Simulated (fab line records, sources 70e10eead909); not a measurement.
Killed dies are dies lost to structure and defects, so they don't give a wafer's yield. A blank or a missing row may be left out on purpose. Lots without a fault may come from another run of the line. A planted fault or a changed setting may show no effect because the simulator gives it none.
fab line records | flow nand_harc | part 2 of 2: steps 4 to 6 of 6
record lots=19 wafers=57 last_day=25
route steps=1159 shown P_ZERO_WELL@16 P_STI@89 P_GATE@148 P_M0@282
lots that met no fault: from a run of the same line without faults
start_h: hours from the record's first day to the start of the lot's first wafer shown | wait_h: hours since the lot's step before | " the same as in the row above | L1.1+2: a row that stands for several wafers | - no value, or no start given | * or withheld: withheld | < > ~ a bound
route shown NAME@n: a module of which the file shows steps, and the number in the route of the first | usual: mean/standard deviation of fault-free wafers | same: alike in all rows | chamber/n: place in a boat | sites: the reading at each site | _std_site: their standard deviation | _edge_site: outer sites' mean less inner sites' | radius_mm: how far each site lies from the wafer's centre | mask NAME#n: copy n | behind: the tool/chamber that last shaped the wafer | hold: why the lot was held/for how many hours/how that ended | device: the transistor (n, p or np) that didn't switch | end of line: the same wafers' tests at the end of the route | a step without rows: its recipe alone | killed: dies lost to structure and defects at the first sort, not the wafer's yield | map: a wafer's dies, x killed, . not, _ none there
set.NAME: the setting as run; set.NAME@STEP: as run at that earlier step | model.NAME: the simulator's own value behind a step, which no gauge read
steps of the route over a sample of lots; a table a step, a row a wafer
services: from which hour (start_h, from the record's first day; less than 0 if before it) a tool's chamber was out of use, for how many hours, and why
## steps
# step NHARC_P_GATE_ETCH_114
# recipe target_depth_a=300 overetch_a=30 time_s=16.5 ion_energy_ev=100 cf4_flow_sccm=80 o2_flow_sccm=20 ar_flow_sccm=0 rf_w=300 bias_w=100 chemistry=CF4/O2
# usual chamber_pressure_mTorr=30.001/0.026 drypump_motor_current_A=5.7/0.39 oes_product_au=0.996/0.015 rf_vpp_V=198.0/1.2 showerhead_plenum_p_Torr=1.34/0.043 throttle_valve_pct=13.398/0.0099
# columns lot.wafer tool chamber start_h wait_h chamber_pressure_mTorr drypump_motor_current_A oes_product_au rf_hours_counter_h rf_vpp_V showerhead_plenum_p_Torr throttle_valve_pct
L074.1 rie_diel-06 1 - - 29.996 5.1 0.987 3 199.3 1.33 13.396
L074.6 " 0 " " 30.031 5.6 0.970 - 198.9 1.35 13.410
L074.5 " 1 " " 29.978 5.0 0.997 - 197.1 1.33 13.389
L075.3 rie_diel-13 2 - - 29.999 5.8 0.998 28 197.1 1.33 13.402
L075.2 " 3 " " 29.970 5.8 0.978 26 197.5 1.36 13.407
L075.1 " 1 " " 29.990 5.6 1.003 28 199.0 1.41 13.398
L077.2 rie_diel-06 0 - - 29.982 5.7 0.983 12 199.3 1.35 13.382
L077.1 " 1 " " 29.978 5.1 1.010 11 197.6 1.33 13.383
L077.6 " 3 " " 30.026 6.4 0.997 - 198.8 1.33 13.408
L076.1 rie_diel-01 0 - - 29.999 5.8 1.018 53 199.7 1.39 13.405
L076.3 " 1 " " 30.024 5.0 1.011 52 198.1 1.32 13.401
L076.5 " 0 " " 29.983 5.9 1.008 - 198.9 1.39 13.400
L078.3 rie_diel-01 1 - - 29.970 5.0 1.016 54 198.1 1.32 13.415
L078.4 " 3 " " 30.054 6.6 1.008 42 199.2 1.41 13.387
L078.6 " 2 " " 30.007 5.2 1.034 - 198.1 1.38 13.403
L079.2 rie_diel-13 3 - - 30.031 5.8 0.991 1 198.4 1.36 13.397
L079.3 " 1 " " 30.019 5.6 1.002 1 198.0 1.40 13.390
L079.6 " 0 " " 29.963 5.6 0.987 - 196.2 1.25 13.394
L081.3 rie_diel-01 1 - - 30.067 5.0 1.016 57 198.1 1.32 13.391
L081.4 " 0 " " 29.959 5.8 1.028 58 198.4 1.39 13.406
L081.6 " 2 " " 30.000 5.1 1.030 - 198.9 1.38 13.412
L083.2 rie_diel-06 3 - - 30.000 6.4 0.975 25 198.1 1.32 13.397
L083.1 " 1 " " 29.969 5.1 0.983 21 198.1 1.33 13.412
L083.5 " 3 " " 30.047 6.4 0.974 - 197.9 1.32 13.418
L084.1 rie_diel-06 3 - - 29.992 6.4 0.991 25 198.4 1.32 13.392
L084.5 " 3 " " 30.066 6.4 0.987 - 198.6 1.32 13.412
L084.6 " 0 " " 29.963 5.6 0.968 - 198.8 1.34 13.386
L087.2 rie_diel-13 0 - - 30.033 5.6 1.007 10 196.9 1.24 13.407
L087.3 " 1 " " 30.016 5.5 1.011 10 200.1 1.40 13.416
L087.1 " 2 " " 30.016 5.8 1.008 8 197.3 1.33 13.389
L086.3 rie_diel-13 1 - - 29.972 5.6 1.013 11 199.8 1.40 13.389
L086.1 " 2 " " 29.957 5.8 1.010 8 198.2 1.33 13.385
L086.5 " 3 " " 29.996 5.8 0.998 - 197.7 1.36 13.380
L085.2 rie_diel-13 1 - - 29.984 5.5 0.996 11 199.9 1.40 13.401
L085.6 " 1 " " 30.024 5.5 0.994 - 200.1 1.40 13.388
L085.5 " 2 " " 30.034 5.9 1.007 - 198.3 1.33 13.420
L090.3 rie_diel-13 2 - - 30.050 5.8 0.995 12 196.7 1.33 13.379
L090.1 " 3 " " 30.010 5.9 0.996 12 200.6 1.36 13.393
L090.5 " 3 " " 29.973 5.8 1.011 - 197.2 1.36 13.395
L092.1 rie_diel-13 1 - - 29.978 5.5 1.003 16 199.6 1.40 13.398
L092.4 " 1 " " 30.014 5.6 1.020 - 199.0 1.40 13.410
L092.3 " 2 " " 29.991 5.9 0.998 - 198.0 1.33 13.398
L091.4 rie_diel-06 1 - - 30.002 5.1 1.007 39 199.8 1.33 13.398
L091.6 " 1 " " 30.029 5.1 1.000 - 198.5 1.33 13.384
L091.5 " 2 " " 30.004 5.9 0.982 - 197.7 1.33 13.404
L094.3 rie_diel-13 3 - - 30.027 5.8 0.999 14 198.0 1.35 13.399
L094.1 " 1 " " 29.999 5.5 1.017 18 197.6 1.40 13.398
L094.6 " 3 " " 29.973 5.8 1.001 - 198.5 1.35 13.400
L093.1 rie_diel-06 2 - - 29.964 5.9 0.989 45 197.6 1.33 13.391
L093.3 " 3 " " 30.044 6.4 0.986 46 198.1 1.32 13.384
L093.4 " 2 " " 30.025 5.9 0.977 - 197.5 1.33 13.392
L095.3 rie_diel-06 1 - - 30.060 5.1 0.998 42 197.7 1.33 13.400
L095.5 " 0 " " 30.026 5.6 0.985 - 197.7 1.34 13.391
L095.6 " 1 " " 30.022 5.1 1.003 - 196.7 1.33 13.383
L097.1 rie_diel-13 0 - - 30.011 5.6 0.992 15 195.1 1.24 13.392
L097.3 " 3 " " 30.023 5.9 0.992 19 198.6 1.35 13.393
L097.4 " 1 " " 29.950 5.5 1.013 - 199.5 1.40 13.389
# step NHARC_P_GATE_DESCUM_48
# recipe time_s=3 o2_flow_sccm=200 ar_flow_sccm=0 bias_power_w=0 chemistry=O2
# usual chamber_pressure_mTorr=60.00/0.054 drypump_motor_current_A=5.7/0.4 oes_product_au=0.996/0.014 rf_vpp_V=57.9/0.79 showerhead_plenum_p_Torr=1.93/0.06 throttle_valve_pct=11.311/0.0081
# same bias_power_w=0
# columns lot.wafer tool chamber start_h wait_h chamber_pressure_mTorr drypump_motor_current_A oes_product_au rf_hours_counter_h rf_vpp_V showerhead_plenum_p_Torr throttle_valve_pct
L074.1 rie_diel-13 3 94.14 - 60.05 5.8 0.999 27 57.8 1.95 11.324
L074.5 " 3 " " 60.03 5.8 0.983 - 58.6 1.95 11.322
L074.6 " 0 " " 60.02 5.7 0.982 - 56.3 1.78 11.299
L075.2 rie_diel-06 1 103.21 - 60.08 5.1 1.009 8 58.1 1.91 11.329
L075.3 " 3 " " 59.92 6.4 0.992 11 58.7 1.90 11.306
L075.1 " 0 " " 60.04 5.6 0.972 10 56.9 1.93 11.316
L077.1 rie_diel-06 3 119.47 - 60.03 6.4 0.987 19 56.9 1.90 11.311
L077.2 " 2 " " 59.98 5.9 0.985 19 57.4 1.91 11.307
L077.6 " 3 " " 59.98 6.4 0.988 - 57.1 1.90 11.310
L076.1 rie_diel-13 0 122.28 - 60.01 5.7 0.983 3 56.1 1.78 11.312
L076.3 " 1 " " 60.08 5.6 0.994 3 57.2 2.02 11.310
L076.5 " 1 " " 59.94 5.6 1.009 - 58.3 2.02 11.310
L079.3 rie_diel-06 1 125.97 - 60.01 5.1 1.011 17 58.1 1.91 11.300
L079.2 " 2 " " 59.96 5.9 0.987 19 58.8 1.91 11.319
L079.6 " 3 " " 59.95 6.4 0.981 - 59.2 1.90 11.320
L078.3 rie_diel-06 1 127.98 - 60.09 5.1 0.998 17 58.1 1.91 11.311
L078.4 " 2 " " 59.96 5.9 0.992 19 57.9 1.91 11.308
L078.6 " 3 " " 60.06 6.4 0.981 - 57.4 1.90 11.315
L081.4 rie_diel-13 0 141.08 - 60.04 5.7 0.989 5 56.7 1.78 11.313
L081.3 " 1 " " 59.98 5.5 0.999 5 58.2 2.01 11.307
L081.6 " 0 " " 60.03 5.7 0.990 - 57.1 1.78 11.314
L083.1 rie_diel-13 3 160.91 - 60.02 5.8 1.007 7 57.7 1.95 11.319
L083.2 " 1 " " 59.99 5.5 1.004 8 59.8 2.01 11.314
L083.5 " 3 " " 59.96 5.8 1.007 - 56.3 1.95 11.309
L084.1 rie_diel-06 0 165.27 - 59.98 5.6 0.970 29 58.9 1.92 11.297
L084.6 " 1 " " 59.99 5.1 0.997 - 58.7 1.90 11.303
L084.5 " 2 " " 60.01 5.8 0.987 - 57.8 1.90 11.319
L087.2 rie_diel-13 2 178.97 - 59.91 5.8 1.001 10 57.0 1.90 11.308
L087.1 " 3 " " 60.00 5.9 0.997 10 58.5 1.94 11.323
L087.3 " 1 " " 59.96 5.5 1.009 12 57.9 2.01 11.314
L086.1 rie_diel-06 0 179.51 - 60.06 5.6 0.970 35 58.6 1.92 11.321
L086.3 " 1 " " 59.95 5.1 1.003 34 58.3 1.90 11.313
L086.5 " 2 " " 59.94 5.9 0.972 - 56.9 1.90 11.319
L085.2 rie_diel-06 3 180.08 - 60.08 6.4 0.989 37 56.0 1.89 11.308
L085.5 " 0 " " 59.99 5.6 0.965 - 57.8 1.92 11.310
L085.6 " 1 " " 59.95 5.1 1.002 - 56.4 1.90 11.302
L090.1 rie_diel-13 1 202.75 - 59.93 5.6 1.017 18 57.7 2.01 11.313
L090.3 " 1 " " 59.91 5.5 1.013 - 58.5 2.01 11.311
L090.5 " 1 " " 60.03 5.6 1.018 - 58.8 2.01 11.306
L092.3 rie_diel-13 1 208.21 - 60.03 5.5 1.021 19 58.0 2.01 11.308
L092.1 " 2 " " 59.97 5.8 0.999 17 58.5 1.90 11.325
L092.4 " 1 " " 60.04 5.5 1.024 - 58.6 2.01 11.304
L091.6 rie_diel-13 1 208.52 - 59.98 5.5 1.005 - 57.3 2.01 11.315
L091.4 " 2 " " 60.10 5.9 0.995 - 57.9 1.90 11.315
L091.5 " 3 " " 60.04 5.8 1.000 - 57.6 1.94 11.309
L094.1 rie_diel-13 2 215.28 - 60.04 5.9 1.003 19 59.3 1.90 11.329
L094.3 " 0 " " 59.98 5.7 0.998 12 57.9 1.78 11.306
L094.6 " 1 " " 60.08 5.5 1.030 - 58.8 2.01 11.320
L093.1 rie_diel-01 1 215.57 - 59.95 5.0 1.023 30 58.2 1.88 11.301
L093.4 " 2 " " 59.99 5.2 1.013 30 59.3 1.97 11.309
L093.3 " 3 " " 60.05 6.6 1.004 32 57.9 2.01 11.308
L095.3 rie_diel-01 3 228.09 - 59.98 6.6 0.996 36 59.0 2.01 11.316
L095.5 " 3 " " 60.00 6.6 0.982 - 58.0 2.01 11.313
L095.6 " 0 " " 60.00 5.8 0.982 - 58.7 1.99 11.292
L097.4 rie_diel-13 0 243.20 - 59.91 5.7 0.994 17 57.2 1.78 11.301
L097.3 " 1 " " 59.92 5.5 1.006 26 58.2 2.01 11.311
L097.1 " 2 " " 60.03 5.8 0.994 22 57.8 1.90 11.314
# step NHARC_P_M0_INSPECT_27
# usual raw_defect_count=271/95
# columns lot.wafer tool chamber start_h wait_h raw_defect_count
L074.1 defect_inspect-01 - 108.77 0.0 313
L074.5 " - " " 276
L074.6 " - " " 585
L075.1 defect_inspect-01 - 118.56 0.0 157
L075.2 " - " " 186
L075.3 " - " " 264
L076.1 defect_inspect-01 - 139.18 0.0 292
L076.3 " - " " 192
L076.5 " - " " 158
L077.1 defect_inspect-02 - 139.57 0.0 430
L077.2 " - " " 453
L077.6 " - " " 253
L079.2 defect_inspect-01 - 141.26 0.0 299
L079.3 " - " " 360
L079.6 " - " " 348
L078.3 defect_inspect-02 - 148.04 0.0 268
L078.4 " - " " 551
L078.6 " - " " 238
L081.3 defect_inspect-02 - 161.22 0.0 224
L081.4 " - " " 112
L081.6 " - " " 144
L083.1 defect_inspect-02 - 178.70 0.0 182
L083.2 " - " " 276
L083.5 " - " " 214
L084.1 defect_inspect-01 - 184.25 0.0 222
L084.5 " - " " 231
L084.6 " - " " 222
L087.1 defect_inspect-01 - 213.24 0.0 370
L087.2 " - " " 261
L087.3 " - " " 258
L086.1 defect_inspect-01 - 213.60 0.0 210
L086.3 " - " " 228
L086.5 " - " " 185
L085.2 defect_inspect-02 - 213.93 0.0 282
L085.5 " - " " 186
L085.6 " - " " 168
L090.1 defect_inspect-01 - 221.49 0.0 172
L090.3 " - " " 189
L090.5 " - " " 180
L092.1 defect_inspect-01 - 224.21 0.0 220
L092.3 " - " " 280
L092.4 " - " " 215
L091.4 defect_inspect-02 - 225.23 0.0 369
L091.5 " - " " 308
L091.6 " - " " 300
L094.1 defect_inspect-01 - 231.31 0.1 324
L094.3 " - " " 509
L094.6 " - " " 274
L093.1 defect_inspect-01 - 231.56 0.0 297
L093.3 " - " " 292
L093.4 " - " " 300
L095.3 defect_inspect-02 - 248.66 0.0 330
L095.5 " - " " 380
L095.6 " - " " 176
L097.1 defect_inspect-02 - 258.48 0.1 304
L097.3 " - " " 343
L097.4 " - " " 133
## services
# columns tool chamber start_h hours kind
rie_diel-08 3 -8.01 8.6 repair
rie_diel-10 - -0.33 9.0 pm
rie_diel-08 1 42.46 10.0 repair
rie_diel-10 - 47.98 5.0 repair
rie_diel-06 - 64.22 9.0 pm
rie_diel-10 2 83.79 1.7 repair
rie_diel-13 - 99.03 9.0 pm
rie_diel-13 2 113.36 9.5 repair
rie_diel-08 2 115.89 8.2 repair
rie_diel-13 3 124.27 5.6 repair
rie_diel-08 - 124.80 9.0 pm
rie_si-01 - 127.00 9.0 pm
rie_si-01 3 145.38 2.3 repair
rie_diel-08 3 145.91 6.7 repair
rie_diel-13 0 175.66 35.2 repair
rie_diel-10 - 176.71 9.0 pm
rie_diel-08 0 180.76 1.9 repair
rie_diel-13 3 195.00 8.4 repair
rie_diel-06 1 197.92 2.2 repair
rie_diel-06 1 200.69 9.4 repair
rie_diel-06 2 213.47 15.6 repair
rie_diel-13 2 230.15 8.7 repair
rie_diel-08 0 240.09 7.6 repair
rie_diel-06 - 241.28 9.0 pm
